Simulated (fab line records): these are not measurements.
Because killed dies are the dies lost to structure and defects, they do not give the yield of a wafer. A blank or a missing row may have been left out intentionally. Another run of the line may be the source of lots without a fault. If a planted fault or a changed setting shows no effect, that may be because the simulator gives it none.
What tool caused it?    flow nand harc    45 wafers from 15 lots sampled at 5 of the route's 1302 steps

WHAT EACH GAUGE READ, for each wafer
NHARC_P_ZERO_WELL_CD_MEAS_24: the cd target is 720 nm. Usual: cd nm 719.8 nm, standard deviation 1.2.
lot   measured      on         cd nm (nm)         flag
L547  day 1 22:35   cd sem-02  719.8 718.7 720.3  
L548  day 2 08:40   cd sem-02  721.3 719.8 720.9  
L549  day 2 18:27   cd sem-02  720.0 721.1 719.8  
L550  day 3 04:41   cd sem-03  717.6 717.5 719.1  
L551  day 3 14:28   cd sem-02  719.2 719.1 721.8  
L552  day 4 00:27   cd sem-03  720.5 719.8 718.6  
L553  day 4 10:34   cd sem-01  721.0 719.9 721.8  
L554  day 4 20:28   cd sem-01  720.6 720.4 721.2  
L555  day 5 06:41   cd sem-02  718.2 718.6 718.6  
L557  day 6 02:34   cd sem-01  719.0 718.9 718.8  
L564  day 9 00:36   cd sem-02  718.9 719.5 719.2  
L567  day 10 06:34  cd sem-02  721.2 721.0 720.5  
L568  day 10 16:36  cd sem-03  719.9 719.6 720.3  
L569  day 11 02:34  cd sem-02  718.1 716.7 718.7  
L570  day 11 12:37  cd sem-02  720.6 720.9 720.2  

NHARC_P_ZERO_WELL_INSPECT_43. Usual: raw defect count 13, standard deviation 5.7.
lot   measured      on                 raw defect count  flag
L547  day 2 03:37   defect inspect-01  15 14 11          
L548  day 2 13:51   defect inspect-02  12 12 4           
L549  day 2 23:25   defect inspect-02  18 14 13          
L550  day 3 10:02   defect inspect-01  16 10 7           
L551  day 3 19:26   defect inspect-01  7 7 8             
L552  day 4 05:27   defect inspect-02  17 8 11           
L553  day 4 15:33   defect inspect-01  11 17 11          
L554  day 5 01:33   defect inspect-01  14 10 8           
L555  day 5 11:37   defect inspect-02  22 23 20          
L557  day 6 07:32   defect inspect-02  26 11 14          
L564  day 9 05:35   defect inspect-01  29 26 23          
L567  day 10 12:15  defect inspect-02  12 7 7            
L568  day 10 21:37  defect inspect-02  14 21 15          
L569  day 11 07:41  defect inspect-02  10 5 17           
L570  day 11 17:36  defect inspect-02  15 9 5            

NHARC_P_STI_INSPECT_25. Usual: raw defect count 225, standard deviation 90.
lot   measured      on                 raw defect count  flag
L547  day 4 08:14   defect inspect-01  128 228 255       
L548  day 4 08:13   defect inspect-02  230 167 176       
L549  day 4 19:02   defect inspect-01  363 304 215       
L550  day 5 05:39   defect inspect-01  173 123 110       
L551  day 5 15:55   defect inspect-01  289 225 279       
L552  day 6 01:50   defect inspect-01  193 263 228       
L553  day 6 17:40   defect inspect-01  170 174 345       
L554  day 7 00:19   defect inspect-01  212 156 288       
L555  day 7 09:24   defect inspect-01  272 330 228       
L557  day 8 10:49   defect inspect-01  127 216 150       
L564  day 11 04:29  defect inspect-02  108 249 187       
L567  day 12 13:14  defect inspect-02  372 205 291       
L568  day 12 21:17  defect inspect-02  532 420 305       
L569  day 13 03:31  defect inspect-02  161 146 168       
L570  day 13 16:12  defect inspect-02  346 127 234       

NHARC_END_SORT_01. Usual: killed at array 51, standard deviation 16; killed at other 0.6, standard deviation 0.88; killed at periphery 4.0, standard deviation 2.6; killed dies 55, standard deviation 16; killed open 3.5, standard deviation 1.9; killed short 2.3, standard deviation 1.6.
lot   measured      on         killed at array  killed at other  killed at periphery  killed dies  killed open  killed short  flag
L564  day 31 03:14  prober-02  28 23 23         0 0 4            0 0 0                28 23 27     1 5 1        1 2 1         

WHAT TOOL EACH LOT RAN ON (gives the tool, then ch and the chambers of the sampled wafers, and finally the start)
lot   NHARC_P_STI_HDPCVD_20
L547  hdpcvd-01 ch 0,1, day 3 15:52
L548  hdpcvd-01 ch 0,1, day 3 16:26
L549  hdpcvd-01 ch 0,1, day 4 02:01
L550  hdpcvd-01 ch 0,1, day 4 12:29
L551  hdpcvd-01 ch 0,1, day 4 22:27
L552  hdpcvd-01 ch 0,1, day 5 09:16
L553  hdpcvd-01 ch 0,1, day 5 20:16
L554  hdpcvd-01 ch 0, day 6 01:25
L555  hdpcvd-01 ch 1, day 6 16:47
L557  hdpcvd-01 ch 0,1, day 7 15:14
L564  hdpcvd-01 ch 0,1, day 10 08:21
L567  hdpcvd-01 ch 0,1, day 11 17:11
L568  hdpcvd-01 ch 0,1, day 12 03:14
L569  hdpcvd-01 ch 0,1, day 12 09:32
L570  hdpcvd-01 ch 0,1, day 12 23:10
- NHARC_P_STI_HDPCVD_20: deposits SiO2.

AS READ BY THE TOOLS THEMSELVES (means over the sampled wafers that have a number; for cases with no such wafer, the mark the record gives instead)
The record holds no such reading with a usual standard deviation.

THE ANSWER, worked out from the rows above alone
Rule: take the mean of a lot's wafers that have a number; if it is more than 3 standard deviations from the usual mean, the lot is off. A lot without any number at a reading at which 4 lots or more have one is off too. The other lots that the step has rows for count as sound. After the gauges, taken in route order, come the tools' own readings; for these a lot's mean is taken, as printed above. The first step at which some lot is off is used, and at that step the reading that is off furthest; a lot without a number counts as furthest.
No lot is off at any reading shown: from this, nothing can be told.

WHAT WAS PUT IN BY THE SIMULATOR
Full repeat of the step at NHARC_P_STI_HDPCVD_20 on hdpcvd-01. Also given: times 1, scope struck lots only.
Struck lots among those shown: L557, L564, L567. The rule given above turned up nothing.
